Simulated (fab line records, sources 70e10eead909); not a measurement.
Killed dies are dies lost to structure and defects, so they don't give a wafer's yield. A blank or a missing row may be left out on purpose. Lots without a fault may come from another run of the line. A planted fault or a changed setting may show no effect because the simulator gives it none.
fab line records | flow nand_harc
record lots=6 wafers=18 last_day=32
route steps=1302 shown A_M1@1181 END@1302
lots that met no fault: from a run of the same line without faults
start_h: hours from the record's first day to the start of the lot's first wafer shown | wait_h: hours since the lot's step before | " the same as in the row above | L1.1+2: a row that stands for several wafers | - no value, or no start given | * or withheld: withheld | < > ~ a bound
route shown NAME@n: a module of which the file shows steps, and the number in the route of the first | usual: mean/standard deviation of fault-free wafers | same: alike in all rows | chamber/n: place in a boat | sites: the reading at each site | _std_site: their standard deviation | _edge_site: outer sites' mean less inner sites' | radius_mm: how far each site lies from the wafer's centre | mask NAME#n: copy n | behind: the tool/chamber that last shaped the wafer | hold: why the lot was held/for how many hours/how that ended | device: the transistor (n, p or np) that didn't switch | end of line: the same wafers' tests at the end of the route | a step without rows: its recipe alone | killed: dies lost to structure and defects at the first sort, not the wafer's yield | map: a wafer's dies, x killed, . not, _ none there
set.NAME: the setting as run; set.NAME@STEP: as run at that earlier step | model.NAME: the simulator's own value behind a step, which no gauge read
lots at some steps of the route; a table a step, a row a wafer
services: from which hour (start_h, from the record's first day; less than 0 if before it) a tool's chamber was out of use, for how many hours, and why
## steps
# step NHARC_A_M1_INSPECT_11
# usual raw_defect_count=80/38
# columns lot.wafer tool chamber start_h wait_h raw_defect_count
L982.3 defect_inspect-01 - 537.33 0.0 77
L982.4 " - " " 64
L982.6 " - " " 62
L981.2 defect_inspect-01 - 540.07 0.0 56
L981.3 " - " " 61
L981.5 " - " " 71
L987.1 defect_inspect-02 - 592.94 0.0 106
L987.2 " - " " 120
L987.5 " - " " 134
L999.3 defect_inspect-01 - 722.46 0.0 128
L999.4 " - " " 116
L999.6 " - " " 121
L104.2 defect_inspect-01 - 742.04 0.0 96
L104.4 " - " " 97
L104.5 " - " " 103
L102.2 defect_inspect-01 - 743.27 0.0 30
L102.3 " - " " 30
L102.6 " - " " 33
# step NHARC_A_M1_DESCUM_14
# recipe time_s=3 o2_flow_sccm=200 ar_flow_sccm=0 bias_power_w=0 chemistry=O2
# step NHARC_A_M1_ETCH_35
# recipe target_depth_a=400 overetch_a=120 time_s=43.94 ion_energy_ev=200 n2_flow_sccm=150 h2_flow_sccm=150 ar_flow_sccm=0 rf_w=400 bias_w=150 chemistry=N2/H2
# usual chamber_pressure_mTorr=30.000/0.026 drypump_motor_current_A=5.9/0.43 oes_product_au=0.997/0.011 rf_fwd_power_W=395.0/2.3 rf_vpp_V=431.1/3 showerhead_plenum_p_Torr=2.06/0.11 throttle_valve_pct=14.170/0.0085
# columns lot.wafer tool chamber start_h wait_h chamber_pressure_mTorr drypump_motor_current_A oes_product_au rf_fwd_power_W rf_hours_counter_h rf_vpp_V showerhead_plenum_p_Torr throttle_valve_pct
L982.3 rie_diel-05 1 537.48 0.1 30.044 5.2 1.007 392.0 8.9 432.4 2.14 14.170
L982.4 " 3 " " 29.948 6.4 1.003 393.7 8.1 427.5 1.97 14.176
L982.6 " 1 " " 30.049 5.2 1.005 392.3 - 432.9 2.14 14.175
L981.3 rie_diel-11 1 540.23 0.1 30.009 6.0 1.000 395.4 2.4 430.9 2.02 14.177
L981.2 " 2 " " 30.001 5.9 0.990 395.3 2.5 427.3 1.90 14.167
L981.5 " 0 " " 29.945 5.4 0.987 392.7 - 435.3 2.19 14.166
L987.1 rie_diel-05 3 593.09 0.1 29.991 6.4 0.999 395.4 0.0 428.6 1.97 14.167
L987.2 " 2 " " 29.972 5.7 0.976 394.9 0.0 431.2 2.10 14.182
L987.5 " 3 " " 29.969 6.4 0.996 395.8 - 429.3 1.97 14.172
L999.4 rie_diel-05 1 722.62 0.1 30.062 5.2 0.992 392.4 7.6 433.3 2.14 14.186
L999.3 " 3 " " 29.973 6.4 1.004 393.0 8.8 427.8 1.96 14.189
L999.6 " 1 " " 30.038 5.2 0.998 392.4 - 433.6 2.14 14.172
L104.4 rie_diel-11 0 742.20 0.1 30.017 5.4 0.997 393.7 3.7 436.1 2.19 14.166
L104.2 " 1 " " 29.962 6.0 0.997 397.0 3.7 430.8 2.02 14.174
L104.5 " 0 " " 29.995 5.4 0.996 394.8 - 434.1 2.19 14.182
L102.2 rie_diel-08 1 743.42 0.1 30.033 5.3 0.980 388.1 0.2 427.1 1.94 14.173
L102.3 " 0 " " 30.007 5.5 1.002 394.3 0.3 430.5 2.03 14.164
L102.6 " 1 " " 30.009 5.3 0.977 390.9 - 427.5 1.94 14.168
# step NHARC_A_M1_ETCH_15
# recipe target_depth_a=1825 time_s=91.2 c4f8_flow_sccm=withheld ar_flow_sccm=400 rf_w=600 bias_w=300 chemistry=C4F8/Ar
# usual chamber_pressure_mTorr=25.002/0.021 oes_product_au=0.948/0.021 rf_fwd_power_W=595.7/2.3 rf_vpp_V=441/3.1
# columns lot.wafer tool chamber start_h wait_h chamber_pressure_mTorr oes_product_au rf_fwd_power_W rf_hours_counter_h rf_vpp_V
L982.4 rie_diel-05 1 - - 25.000 0.937 595.2 8.9 446
L982.3 " 0 " " 24.992 0.942 597.9 9.0 438
L982.6 " 2 " " 25.055 0.936 593.9 - 443
L981.3 rie_diel-11 2 - - 24.991 0.932 598.7 2.5 437
L981.2 " 3 " " 25.024 0.915 598.6 2.3 446
L981.5 " 3 " " 24.990 0.923 597.0 - 446
L987.2 rie_diel-05 3 - - 24.983 0.960 596.0 0.0 440
L987.1 " 0 " " 24.957 0.971 596.6 0.0 439
L987.5 " 0 " " 25.031 0.958 597.8 - 438
L999.4 rie_diel-05 3 - - 24.991 0.975 594.6 8.9 438
L999.3 " 1 " " 24.958 0.943 589.6 7.6 444
L999.6 " 0 " " 24.998 0.930 596.4 - 439
L104.4 rie_diel-11 3 - - 25.017 0.936 595.4 3.6 445
L104.2 " 0 " " 25.004 0.919 589.5 3.7 446
L104.5 " 2 " " 24.982 0.931 596.0 - 437
L102.2 rie_diel-08 0 - - 24.996 0.980 596.4 0.3 441
L102.3 " 2 " " 25.009 0.963 599.1 0.3 441
L102.6 " 1 " " 24.973 0.955 590.1 - 439
# step NHARC_A_M1_CD_MEAS_16
# usual cd_nm=120.2/0.97
# columns lot.wafer tool chamber start_h wait_h cd_nm
L982.3 cd_sem-03 - 537.70 - 120.9
L982.4 " - " " 118.4
L982.6 " - " " 120.6
L981.2 cd_sem-03 - 540.44 - 119.8
L981.3 " - " " 120.4
L981.5 " - " " 118.0
L987.1 cd_sem-03 - 593.30 - 120.3
L987.2 " - " " 118.8
L987.5 " - " " 119.6
L999.3 cd_sem-02 - 722.83 - 121.0
L999.4 " - " " 121.3
L999.6 " - " " 120.7
L104.2 cd_sem-03 - 742.42 - 120.0
L104.4 " - " " 120.0
L104.5 " - " " 120.0
L102.2 cd_sem-02 - 743.64 - 121.8
L102.3 " - " " 120.0
L102.6 " - " " 118.9
# step NHARC_A_M1_STRIP_18
# recipe power_w=1000 n2_flow_sccm=150 h2_flow_sccm=150 ar_flow_sccm=0 bias_w=0 chemistry=N2/H2
# step NHARC_A_M1_ETCH_28
# recipe target_depth_a=300 over_etch_frac=0.3 time_s=72.99 ion_energy_ev=150 cf4_flow_sccm=50 n2_flow_sccm=100 ar_flow_sccm=150 rf_w=300 bias_w=100 chemistry=CF4/N2
# step NHARC_A_M1_STRIP_19
# recipe time_s=600 temp_c=30 chemistry=post_etch_residue_remover
# step NHARC_A_M1_DEGAS_29
# recipe temp_c=250 time_s=60
# usual heater_power_w=318/30
# columns lot.wafer tool chamber start_h wait_h heater_power_w
L982.3 pvd_sputter-03 - 538.45 - 280
L982.4 " - " " 379
L982.6 " - " " 318
L981.3 pvd_sputter-02 - 541.19 - 323
L981.2 " - " " 356
L981.5 " - " " 330
L987.2 pvd_sputter-03 - 594.02 - 298
L987.1 " - " " 304
L987.5 " - " " 293
L999.3 pvd_sputter-02 - 723.54 - 314
L999.4 " - " " 323
L999.6 " - " " 326
L104.4 pvd_sputter-02 - 743.17 - 334
L104.2 " - " " 364
L104.5 " - " " 314
L102.2 pvd_sputter-01 - 744.35 - 316
L102.3 " - " " 288
L102.6 " - " " 311
# step NHARC_A_M1_PRE_CLEAN_30
# recipe time_s=30 temp_c=280 gas=H2/He
# usual heater_power_w=390/38
# columns lot.wafer tool chamber start_h wait_h heater_power_w
L982.3 pvd_sputter-03 - - - 384
L982.4 " - " " 361
L982.6 " - " " 380
L981.2 pvd_sputter-02 - - - 437
L981.3 " - " " 391
L981.5 " - " " 384
L987.2 pvd_sputter-03 - - - 361
L987.1 " - " " 372
L987.5 " - " " 468
L999.3 pvd_sputter-02 - - - 380
L999.4 " - " " 395
L999.6 " - " " 395
L104.4 pvd_sputter-02 - - - 377
L104.2 " - " " 435
L104.5 " - " " 384
L102.2 pvd_sputter-01 - - - 368
L102.3 " - " " 463
L102.6 " - " " 366
# step NHARC_A_M1_PVD_20
# recipe target_thk_a=50 bias_v=168.6 power_w=15000 chamber_pressure_pa=0.12 time_s=8.06 substrate_temp_c=50 material=TaN
# step NHARC_A_M1_PVD_21
# recipe target_thk_a=300 chamber_pressure_pa=5 power_w=5000 substrate_temp_c=30 time_s=20.49 material=Cu
# step NHARC_A_M1_ECD_22
# recipe target_thk_a=4000 bath_temp_c=25 material=Cu
# usual bath_heat_duty_pct=5.7/0.49 bath_temp_c=25.01/0.1
# columns lot.wafer tool chamber start_h wait_h bath_heat_duty_pct bath_temp_c
L982.4 ecd_cu-02 0 538.91 - 6.2 25.14
L982.3 " 1 " " 5.7 25.05
L982.6 " 1 " " 6.3 24.82
L981.2 ecd_cu-02 1 541.56 - 5.9 25.14
L981.3 " 0 " " 6.8 24.82
L981.5 " 0 " " 5.4 24.96
L987.2 ecd_cu-01 1 594.39 - 5.6 24.91
L987.1 " 0 " " 5.0 24.95
L987.5 " 0 " " 5.5 24.91
L999.4 ecd_cu-01 1 724.00 - 5.0 25.05
L999.3 " 0 " " 5.8 25.04
L999.6 " 1 " " 5.8 25.02
L104.2 ecd_cu-01 0 743.53 - - -
L104.4 " 1 " " - -
L104.5 " 1 " " - -
L102.2 ecd_cu-02 0 744.77 - - -
L102.3 " 0 " " - -
L102.6 " 1 " " - -
# step NHARC_A_M1_ANNEAL_31
# recipe temp_c=225 time_s=90
# usual wafer_temp_C_max=226.18/0.26
# columns lot.wafer tool chamber start_h wait_h wafer_temp_C_max
L982.3 rtp_anneal-02 0 539.29 0.3 226.32
L982.4 " 0 " " 226.84
L982.6 " 0 " " 226.77
L981.2 rtp_anneal-02 0 542.03 0.4 226.17
L981.3 " 0 " " 225.95
L981.5 " 0 " " 226.17
L987.1 rtp_anneal-01 0 594.77 0.3 225.81
L987.2 " 0 " " 225.96
L987.5 " 0 " " 226.12
L999.3 rtp_anneal-02 0 724.38 - 226.05
L999.4 " 0 " " 225.90
L999.6 " 0 " " 226.79
L104.2 rtp_anneal-02 0 743.96 0.4 226.27
L104.4 " 0 " " 226.37
L104.5 " 0 " " 225.66
L102.2 rtp_anneal-01 0 745.15 0.3 226.17
L102.3 " 0 " " 226.56
L102.6 " 0 " " 226.00
# step NHARC_A_M1_CMP_23
# recipe t_overpolish_s=20 target_thk_nm=154.34
# usual motor_current_A=11.9/0.56 slurry_filter_dp_kPa=13.52/0.13 time_to_endpoint_s=29/3
# columns lot.wafer tool chamber start_h wait_h motor_current_A slurry_filter_dp_kPa time_to_endpoint_s
L982.3 cmp-04 2 539.56 - 11.8 13.58 25
L982.4 " 3 " " 11.6 13.42 29
L982.6 " 1 " " 12.5 13.46 27
L981.2 cmp-01 3 542.32 - 11.9 13.50 29
L981.3 " 0 " " 11.9 13.43 24
L981.5 " 3 " " 11.9 13.44 30
L987.1 cmp-02 0 595.17 - 11.6 13.83 32
L987.2 " 1 " " 12.5 13.45 29
L987.5 " 2 " " 10.8 13.74 33
L999.4 cmp-01 0 724.65 - 11.3 13.37 21
L999.3 " 1 " " 12.4 13.31 30
L999.6 " 3 " " 11.4 13.67 26
L104.4 cmp-02 2 744.28 - 10.7 13.47 3
L104.2 " 1 " " 12.2 13.57 0
L104.5 " 2 " " 11.2 13.44 5
L102.2 cmp-01 3 745.50 - 11.6 13.33 1
L102.3 " 0 " " 11.3 13.53 0
L102.6 " 2 " " 11.5 13.77 0
# step NHARC_A_M1_THK_MEAS_24
# recipe thk_meas_gauge=xrf
# usual thk_nm=154.6/1.6
# columns lot.wafer tool chamber start_h wait_h hold thk_nm
L982.3 film_metro-01 - 539.84 - - 154.4
L982.4 " - " " - 153.1
L982.6 " - " " - 154.6
L981.2 film_metro-02 - 542.64 - - 154.9
L981.3 " - " " - 152.8
L981.5 " - " " - 155.0
L987.1 film_metro-01 - 595.43 - - 158.1
L987.2 " - " " - 153.6
L987.5 " - " " - 156.4
L999.3 film_metro-01 - 724.94 - - 155.5
L999.4 " - " " - 154.4
L999.6 " - " " - 151.8
L104.2 film_metro-02 - 744.60 - await_dispo/0.2h/release 28.8
L104.4 " - " " await_dispo/0.2h/release 29.4
L104.5 " - " " await_dispo/0.2h/release 28.4
L104.2 film_metro-02 - 744.77 0.2 - 29.4
L104.4 " - " " - 30.1
L104.5 " - " " - 30.2
L102.2 film_metro-01 - 745.76 - await_dispo/0.2h/release 31.1
L102.3 " - " " await_dispo/0.2h/release 28.8
L102.6 " - " " await_dispo/0.2h/release 29.6
L102.2 film_metro-01 - 745.93 0.2 - 30.4
L102.3 " - " " - 30.2
L102.6 " - " " - 32.9
# step NHARC_END_SORT_01
# recipe temp_c=25
# usual defect_limited_yield=92.3/2.7 killed_at_array=47/18 killed_at_other=0.9/1.1 killed_at_periphery=4/3.1 killed_dies=52/18 killed_open=3.1/1.5 killed_short=2.4/1.5 sort_bin_2_pct=2.7/1.2 sort_bin_3_pct=0.6/0.38 sort_bin_4_pct=4.5/1.5 sort_n_pass=625/18 sort_rim_yield_pct=89/4.5 sort_yield_pct=92.3/2.7
# same gross_dies=677 sort_bin_5_pct[%]=0 sort_bin_6_pct[%]=0 sort_bin_7_pct[%]=0 sort_bin_8_pct[%]=0 sort_rim_n_gross=106.00
# columns lot.wafer tool chamber start_h wait_h defect_limited_yield[%] killed_at_array killed_at_other killed_at_periphery killed_dies killed_open killed_short sort_bin_2_pct[%] sort_bin_3_pct[%] sort_bin_4_pct[%] sort_n_pass sort_rim_yield_pct[%] sort_yield_pct[%]
L982.3 prober-01 0 570.47 3.1 92.9 41 2 5 48 2 2 2.4 0.7 4.0 629 88 92.9
L982.4 prober-01 0 571.28 3.4 91.9 50 0 5 55 4 4 1.8 0.3 6.1 622 95 91.9
L982.6 prober-01 0 572.89 4.0 91.9 48 3 4 55 5 4 3.5 0.4 4.1 622 96 91.9
# killed by level:class
L982.3 A_CHANNEL_HOLE_D1:chamber_film_flake=17 A_CHANNEL_HOLE_D2:chamber_film_flake=8 A_STAIRCASE:chamber_film_flake=6 P_GATE:chamber_film_flake=3 A_CONTACT:chamber_film_flake=3 A_CHANNEL_HOLE_D1:geometric_particle:short=2 P_STI:chamber_film_flake=2 A_DECK1_JOINT:chamber_film_flake=2
L982.4 A_CHANNEL_HOLE_D1:chamber_film_flake=25 A_CHANNEL_HOLE_D2:chamber_film_flake=7 A_DECK1_JOINT:chamber_film_flake=4 P_STI:chamber_film_flake=3 A_STAIRCASE:chamber_film_flake=3 A_WL_FILL:chamber_film_flake=2 P_CONTACT:geometric_particle:short=1 P_CONTACT:geometric_particle:open=1
L982.6 A_CHANNEL_HOLE_D1:chamber_film_flake=34 A_WL_FILL:geometric_particle:open=3 A_CHANNEL_HOLE_D2:chamber_film_flake=3 THIN_TSV:chamber_film_flake=3 A_WL_FILL:geometric_particle:short=2 A_STAIRCASE:chamber_film_flake=2 P_M0:geometric_particle:open=1 A_ONON_D2:geometric_particle:short=1
## services
# columns tool chamber start_h hours kind
ecd_cu-01 - 513.96 8.0 pm
pvd_sputter-03 - 526.08 10.0 pm
ecd_cu-02 - 557.85 0.4 repair
rie_diel-05 2 569.75 7.2 repair
cmp-01 - 569.85 1.3 repair
cmp-01 - 577.73 4.0 pm
rie_diel-05 - 583.60 9.0 pm
ecd_cu-02 - 596.00 8.0 pm
pvd_sputter-02 - 603.37 4.7 repair
rie_diel-11 - 609.50 9.0 pm
rie_diel-11 3 621.92 5.1 repair
rie_diel-11 1 634.95 1.9 repair
pvd_sputter-02 - 638.00 10.0 pm
cmp-01 - 643.81 3.6 repair
pvd_sputter-02 - 648.99 3.2 repair
ecd_cu-01 - 656.78 4.6 repair
rie_diel-05 2 671.64 5.2 repair
cmp-01 - 675.73 4.0 pm
ecd_cu-01 - 689.96 8.0 pm
cmp-01 - 695.01 23.1 repair
pvd_sputter-03 - 704.08 10.0 pm
cmp-01 - 736.45 0.3 repair
cmp-01 - 737.12 4.7 repair
rtp_anneal-02 - 744.22 12.0 pm
## key
first_sign step=NHARC_A_M1_ECD_22 reading=tool_record direction=missing
effect step=NHARC_A_M1_CMP_23 reading=time_to_endpoint_s direction=down sigmas=9.1 usual=* struck=*
effect step=NHARC_A_M1_THK_MEAS_24 reading=visit direction=added
effect step=NHARC_A_M1_THK_MEAS_24 reading=thk_nm direction=down sigmas=76 usual=154.6 struck=29.3
met_at NHARC_A_M1_ECD_22
struck_wafers L102.2,L102.3,L102.6,L104.2,L104.4,L104.5
scrapped_behind NHARC_A_M1_THK_MEAS_24 L102.2,L102.3,L102.6,L104.2,L104.4,L104.5
onset_between 724.00 743.53
fault kind=skipped_step_whole tool=ecd_cu-01,ecd_cu-02 chamber=- onset_h=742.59 steps=NHARC_A_M1_ECD_22 scope=struck_lots_only
